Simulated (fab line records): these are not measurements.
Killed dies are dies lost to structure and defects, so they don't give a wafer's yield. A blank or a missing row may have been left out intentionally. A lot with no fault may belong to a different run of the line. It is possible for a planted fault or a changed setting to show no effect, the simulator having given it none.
A lot that was struck, set against a sound lot / flow nand_harc / 39 out of 1302 route steps
Sound: wafers L282.1, L282.3, L282.5. The struck wafers were L275.4, L275.5, L275.6. The cause comes at the end.
Each step with rows lists, per side, the tool, then ch with its chambers, then its first start. Under that, the readings that differ: sound wafers / struck wafers / difference of the means / sigmas: that difference in standard deviations of wafers without a fault.
alike: same words and numbers on both sides, and readings whose means sit less than 2 such deviations apart. not compared: any withheld reading, any reading some wafer has no value for, any bound like >300 that may hide the same value, and any number with overlapping values for which the record gives no deviation.
Wherever a step has rows on one side only, a row that says differs or no value, or a row with sigmas, the two part there. Numbers that have no deviation but don't overlap get no sigmas and don't part them. A reading that every wafer of one side lacks parts them only if that side has two wafers or more.

first, 10 steps without rows for these wafers: NHARC_A_CHANNEL_HOLE_D1_DEP_00 (deposits aC, target thk 3100 nm); NHARC_A_CHANNEL_HOLE_D1_DEP_01 (deposits SiON, target thk 140 nm); NHARC_A_CHANNEL_HOLE_D1_DEHYDRATE_02 (time 120 s); NHARC_A_CHANNEL_HOLE_D1_HMDS_03 (time 30 s); NHARC_A_CHANNEL_HOLE_D1_COAT_36 (time 75 s); NHARC_A_CHANNEL_HOLE_D1_COAT_37 (time 65 s); NHARC_A_CHANNEL_HOLE_D1_COAT_04 (resist thk 90 nm); NHARC_A_CHANNEL_HOLE_D1_SOFTBAKE_05 (time 55 s); NHARC_A_CHANNEL_HOLE_D1_EBR_06; NHARC_A_CHANNEL_HOLE_D1_EXPOSE_07 (exposes mask HOLE D1, target cd 100 nm).
NHARC_A_CHANNEL_HOLE_D1_PEB_08: peb time 65 s.
  sound on litho_track-04 ch 0, day 18 06:02; struck on litho_track-01 ch 0, day 15 05:11
  alike: chill_plate_temp_C
then, 1 step without rows for these wafers: NHARC_A_CHANNEL_HOLE_D1_DEVELOP_09 (develop time 35 s).
NHARC_A_CHANNEL_HOLE_D1_CD_MEAS_10 targets a cd of 100 nm.
  sound on cd_sem-01 ch 0, day 18 06:07; struck on cd_sem-03 ch 0, day 15 05:16
reading=cd_nm (nm); sound=99.8 99.9 100.1; struck=113.1 112.8 113.4; difference=+13.2; sigmas=+31
NHARC_A_CHANNEL_HOLE_D1_DESCUM_15: chemistry O2, time 3 s.
  sound on rie_diel-07 ch 0,2,3, day 18 06:19; struck on rie_diel-01 ch 1,2,3, day 15 05:28
reading=drypump_motor_current_A (A); sound=6.14 6.10 5.97; struck=5.68 5.29 5.37; difference=-0.62; sigmas=-2
reading=model.A_CHANNEL_HOLE_D1.cd_nm (nm); sound=100.5 100.3 100; struck=112.4 112.5 112.7; difference=+12.3; sigmas=
  alike: oes_product_au, rf_vpp_V, showerhead_plenum_p_Torr, throttle_valve_pct
  not compared: rf_hours_counter_h
then, 4 steps without rows for these wafers: NHARC_A_CHANNEL_HOLE_D1_ETCH_38 (etches the open film in CF4, target depth 39 nm, time 65 s); NHARC_A_CHANNEL_HOLE_D1_ETCH_39 (etches the open film in N2/H2, target depth 260 nm, time 325 s); NHARC_A_CHANNEL_HOLE_D1_ETCH_34 (etches the open film in CF4/CHF3, target depth 154 nm, time 77 s); NHARC_A_CHANNEL_HOLE_D1_ETCH_16 (etches the open film in O2/COS, target depth 3100 nm, time 806 s).
NHARC_A_CHANNEL_HOLE_D1_CD_MEAS_18:
  sound: cd_sem-03 at day 18 07:50; struck: cd_sem-02 at day 15 07:21
reading=cd_nm (nm); sound=102.5 99.8 99.2; struck=110.1 108.2 110.8; difference=+9.2; sigmas=+5
then, 12 steps without rows for these wafers: NHARC_A_CHANNEL_HOLE_D1_ETCH_19 (etches the open film in C4F8/O2/Ar, time 34.5 s); NHARC_A_CHANNEL_HOLE_D1_ETCH_20 (etches the open film in C4F8/O2/Ar, time 361.9 s, target depth 1600 nm); NHARC_A_CHANNEL_HOLE_D1_ETCH_21 (etches the open film in C4F8/O2/Ar, time 514.3 s, target depth 1600 nm); NHARC_A_CHANNEL_HOLE_D1_ETCH_22 (etches the open film in C4F8/O2/Ar, time 666.7 s, target depth 1600 nm); NHARC_A_CHANNEL_HOLE_D1_ETCH_23 (etches the open film in C4F8/O2/Ar, time 819 s, target depth 1600 nm); NHARC_A_CHANNEL_HOLE_D1_ETCH_24 (etches the open film in C4F8/O2/Ar, time 906.2 s, target depth 1500 nm); NHARC_A_CHANNEL_HOLE_D1_ETCH_25 (etches the open film in C4F8/O2/Ar, time 1040.2 s, target depth 1500 nm); NHARC_A_CHANNEL_HOLE_D1_ETCH_26 (etches the open film in C4F8/O2/Ar, time 224.1 s, target depth 300 nm); NHARC_A_CHANNEL_HOLE_D1_ETCH_33 (etches the open film in C4F8/O2/Ar, time 90 s, target depth 400 nm); NHARC_A_CHANNEL_HOLE_D1_STRIP_41 (strips in N2/H2); NHARC_A_CHANNEL_HOLE_D1_STRIP_42 (strips in CF4/CHF3); NHARC_A_CHANNEL_HOLE_D1_STRIP_43 (strips in O2/COS).
NHARC_A_CHANNEL_HOLE_D1_ETCH_44: etches the open film in CF4/O2, target depth 140 nm, overetch 14 nm, time 77 s.
  sound on rie_diel-01 ch 0,2,3, day 18 12:40; struck on rie_diel-01 ch 0,1,2, day 15 12:08
reading=model.A_CHANNEL_HOLE_D1.cd_nm (nm); sound=89.46 88.14 88.56; struck=103.7 103.3 105.3; difference=+15.4; sigmas=
  alike: drypump_motor_current_A, oes_ar_750_au, oes_product_au, rf_vpp_V, showerhead_plenum_p_Torr, throttle_valve_pct
  not compared: rf_hours_counter_h
then, 3 steps without rows for these wafers: NHARC_A_CHANNEL_HOLE_D1_STRIP_27 (strips in O2); NHARC_A_CHANNEL_HOLE_D1_PRECLEAN_28 (cleans in SC1); NHARC_A_CHANNEL_HOLE_D1_SRD_29.
NHARC_A_CHANNEL_HOLE_D1_CD_MEAS_30:
  sound: cd_sem-03 at day 18 13:27; struck: cd_sem-01 at day 15 12:56
reading=cd_nm (nm); sound=89.2 87.7 88.5; struck=103.7 102.9 104.8; difference=+15.3; sigmas=+15
NHARC_A_CHANNEL_HOLE_D1_XSEM_31:
  sound on xsem-02 ch 0, day 18 13:32; struck on xsem-02 ch 0, day 15 13:01
reading=bot_cd_nm (nm); sound=73.7 72.6 73.5; struck=88.8 88.2 90.4; difference=+15.9; sigmas=+13
reading=bow_nm (nm); sound=8.91 8.95 8.98; struck=8.35 8.42 8.42; difference=-0.55; sigmas=-3
  alike: tilt_deg
-- jump in the record: it breaks off in module A_CHANNEL_HOLE_D1 and resumes in module END (first step shown: number 1301 of the route), and 15 days separate the struck wafers' starts before and after --
NHARC_END_WLT_00:
  sound: prober-01 at day 34 10:01; struck: prober-02 at day 30 13:55
reading=VT_DECK1_BOTTOM; sound=0.865 0.877 0.869; struck=0.908 0.907 0.911; difference=+0.038; sigmas=+6
reading=VT_DECK1_BOTTOM_INNER; sound=0.878 0.868 0.870; struck=0.900 0.908 0.905; difference=+0.032; sigmas=+5
reading=VT_DECK1_MEDIAN_NEAR_BOTTOM; sound=0.873 0.863 0.869; struck=0.898 0.898 0.909; difference=+0.033; sigmas=+6
reading=VT_DECK1_MEDIAN_NEAR_BOTTOM_INNER; sound=0.883 0.875 0.873; struck=0.905 0.904 0.901; difference=+0.026; sigmas=+4
reading=VT_DECK1_MIDDLE; sound=0.898 0.888 0.892; struck=0.917 0.911 0.913; difference=+0.021; sigmas=+3
reading=VT_DECK1_MIDDLE_INNER; sound=0.888 0.885 0.890; struck=0.910 0.917 0.912; difference=+0.025; sigmas=+4
reading=VT_DECK1_TOP; sound=0.910 0.902 0.904; struck=0.926 0.923 0.921; difference=+0.018; sigmas=+3
reading=VT_DECK1_TOP_INNER; sound=0.903 0.898 0.891; struck=0.915 0.914 0.920; difference=+0.019; sigmas=+3
  alike: VT_DECK2_BOTTOM, VT_DECK2_BOTTOM_INNER, VT_DECK2_MEDIAN_NEAR_BOTTOM, VT_DECK2_MEDIAN_NEAR_BOTTOM_INNER, VT_DECK2_MIDDLE, VT_DECK2_MIDDLE_INNER, VT_DECK2_TOP, VT_DECK2_TOP_INNER
NHARC_END_SORT_01:
  here the record holds rows for the struck wafers (prober-02 ch 0, day 30 17:49) but none for the sound ones

WHERE THEY PART
First at NHARC_A_CHANNEL_HOLE_D1_CD_MEAS_10; last, within this record, at NHARC_END_SORT_01.

WHY: what the simulator had put in
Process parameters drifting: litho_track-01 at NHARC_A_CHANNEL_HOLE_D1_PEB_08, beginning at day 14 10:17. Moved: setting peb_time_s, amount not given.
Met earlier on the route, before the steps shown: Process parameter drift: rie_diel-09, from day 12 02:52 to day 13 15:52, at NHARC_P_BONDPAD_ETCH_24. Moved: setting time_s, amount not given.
